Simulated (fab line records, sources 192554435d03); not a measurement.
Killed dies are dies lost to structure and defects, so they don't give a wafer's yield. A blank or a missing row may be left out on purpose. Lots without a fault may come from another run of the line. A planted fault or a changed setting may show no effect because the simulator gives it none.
Chamber matching | flow n5_finfet | N5_BEOL_M7_CURE_74 on uv_cure-02: 3 sister chambers
The step cures SiCOH lowk, time 240 s. 3 wafers are shown with their chamber, then 12 later ones without.

WAFERS WITH THEIR CHAMBER
wafer  | chamber | wafer_temp_C_max
L082.5 | 0       | 387.6
L086.6 | 1       | 386.8
L092.5 | 2       | 387.2

WAFERS WITHOUT THEIR CHAMBER
wafer  | wafer_temp_C_max
L094.1 | 387.1
L094.2 | 386.1
L094.4 | 386.3
L095.1 | 387.1
L095.3 | 386.7
L095.6 | 386.9
L097.1 | 386.1
L097.4 | 386.1
L097.6 | 386.7
L096.2 | 387.6
L096.5 | 386.5
L096.6 | 386.7

WHICH CHAMBER EACH WENT THROUGH
wafer  | from the rows above          | in truth
L094.1 | can't be placed: 2 or 1 or 0 | 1
L094.2 | can't be placed: 1 or 2      | 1
L094.4 | can't be placed: 1 or 2      | 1
L095.1 | can't be placed: 2 or 1 or 0 | 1
L095.3 | can't be placed: 1 or 2      | 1
L095.6 | can't be placed: 1 or 2 or 0 | 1
L097.1 | can't be placed: 1 or 2      | 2
L097.4 | can't be placed: 1 or 2      | 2
L097.6 | can't be placed: 1 or 2      | 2
L096.2 | can't be placed: 0 or 2      | 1
L096.5 | can't be placed: 1 or 2      | 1
L096.6 | can't be placed: 1 or 2      | 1
Placed correctly: 0 of 12. Can't be placed from these rows: 12 (the true chamber is among the candidates in 11). Placed wrongly: 0.
How it was worked out, from the rows above alone: a wafer's distance from a chamber is the root of the sum, over the readings, of the square of ((its reading less the chamber's mean) divided by the reading's scatter). The wafer belongs to the nearest chamber; if the next one is less than 2 further off, it can't be placed. A chamber's mean is the mean of its shown wafers. The scatter: with one shown wafer a chamber, the root of the mean of the squares of how far each hidden wafer lies from its nearest shown one.
